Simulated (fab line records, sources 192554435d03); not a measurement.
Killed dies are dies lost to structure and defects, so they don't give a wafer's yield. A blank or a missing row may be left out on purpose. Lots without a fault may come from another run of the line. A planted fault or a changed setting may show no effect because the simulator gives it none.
Split-lot experiment | flow n5_finfet | 7 lots, 21 wafers read, on a route of 1938 steps

THE SPLIT
At N5_BEOL_M5_HM_DEP_02 (deposits TiN, target thk 20 nm), the setting target_thk_a was moved away from the recipe's 200 angstrom on 6 of the 21 wafers read, by -12.1% to -6.2%. The other wafers ran this setting at the recipe's value.

FROM THE SPLIT TO THE READING: what the file shows between them, 4 steps
- N5_BEOL_M5_COAT_59: time 60 s, resist thk 60 nm
- N5_BEOL_M5_COAT_60: time 60 s, resist thk 12 nm
- N5_BEOL_M5_STRIP_73: strips in N2/H2
- N5_BEOL_M5_STRIP_64: strips in CF4

THE READING
etch.depth_nm (the simulator's own value, which no gauge read), in nm, at N5_BEOL_M5_HM_OPEN_17 (chemistry Cl2/BCl3, target TiN, target depth 20 nm, overetch 6 nm). The file gives no usual value for it. The 15 wafers here that ran the recipe average 20.03 nm, standard deviation 0.25 nm.

wafer  | tool, chamber at the split | target_thk_a as run, angstrom | against the recipe | etch.depth_nm, nm | against lot-mates on the recipe
L077.2 | pvd_sputter-01, -          | 187.7                         | -6.2%              | 19.11             | no lot-mate on the recipe
L077.3 | pvd_sputter-01, -          | 187.7                         | -6.2%              | 19.2              | no lot-mate on the recipe
L077.5 | pvd_sputter-01, -          | 187.7                         | -6.2%              | 19.41             | no lot-mate on the recipe
L078.2 | pvd_sputter-01, -          | 175.8                         | -12.1%             | 17.65             | -2.29
L078.3 | pvd_sputter-01, -          | 200                           | recipe             | 19.94             | -
L078.5 | pvd_sputter-01, -          | 175.8                         | -12.1%             | 17.81             | -2.13
L080.2 | pvd_sputter-03, -          | 200                           | recipe             | 20.13             | -
L080.3 | pvd_sputter-03, -          | 200                           | recipe             | 20.48             | -
L080.4 | pvd_sputter-03, -          | 200                           | recipe             | 20.1              | -
L079.3 | pvd_sputter-03, -          | 200                           | recipe             | 19.64             | -
L079.4 | pvd_sputter-03, -          | 200                           | recipe             | 19.6              | -
L079.6 | pvd_sputter-03, -          | 200                           | recipe             | 19.67             | -
L086.1 | pvd_sputter-02, -          | 200                           | recipe             | 20.47             | -
L086.2 | pvd_sputter-02, -          | 200                           | recipe             | 20.17             | -
L086.3 | pvd_sputter-02, -          | 184.4                         | -7.8%              | 18.22             | -2.10
L090.3 | pvd_sputter-03, -          | 200                           | recipe             | 20.19             | -
L090.5 | pvd_sputter-03, -          | 200                           | recipe             | 20.01             | -
L090.6 | pvd_sputter-03, -          | 200                           | recipe             | 19.91             | -
L091.1 | pvd_sputter-03, -          | 200                           | recipe             | 20.04             | -
L091.4 | pvd_sputter-03, -          | 200                           | recipe             | 20.04             | -
L091.6 | pvd_sputter-03, -          | 200                           | recipe             | 20.01             | -

THE FIT
A straight line over all 21 wafers: etch.depth_nm changes by +0.183 nm for each +1% of target_thk_a; r = +0.94; the points scatter about the line by 0.28 nm.
The same after taking each lot's own level away (the mean of its wafers on the recipe; 18 wafers): +0.196 nm for each +1%; r = +0.98; scatter 0.19 nm.
On that fit, the largest move of target_thk_a shifts the reading by 2.4 nm.
The lots' own levels span 19.637 to 20.320 nm, that is 2.7 times the standard deviation above.
So the lot-to-lot level changes the slope little: the two slopes agree.
Check: with one of the wafers moved furthest among these (-12.1%) left out of the fit, the line predicts -2.46 nm for it against its lot-mates. It came out at -2.29 nm against them.

OTHER SPLITS ON THESE WAFERS
These wafers also went through other splits before the reading. Each is held against what the fit with the lots' levels taken away leaves over:
other split on the same wafers | wafers away from the commonest value | r with etch.depth_nm (lot level and that fit taken away)
N5_BEOL_M5_ILD_DEP_00 time_s   | 7                                    | +0.50

THE WHOLE CHAIN: every reading that the file lists as answering this split, in the file's order
step                  | what it does                                                      | reading                                                                          | change (the file's fit)               | r (the file's)
N5_BEOL_M5_HM_DEP_02  | deposits TiN, target thk 20 nm                                    | TiN_of_BEOL_M5_HM_DEP_02.thk_nm (the simulator's own value, which no gauge read) | +0.213 nm for each +1% of the setting | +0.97
N5_BEOL_M5_HM_OPEN_17 | chemistry Cl2/BCl3, target TiN, target depth 20 nm, overetch 6 nm | etch.depth_nm (the simulator's own value, which no gauge read)                   | +0.208 nm for each +1% of the setting | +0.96

THE FILE'S OWN FIT
etch.depth_nm changes by +0.208 nm for each +1% of target_thk_a, r = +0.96.
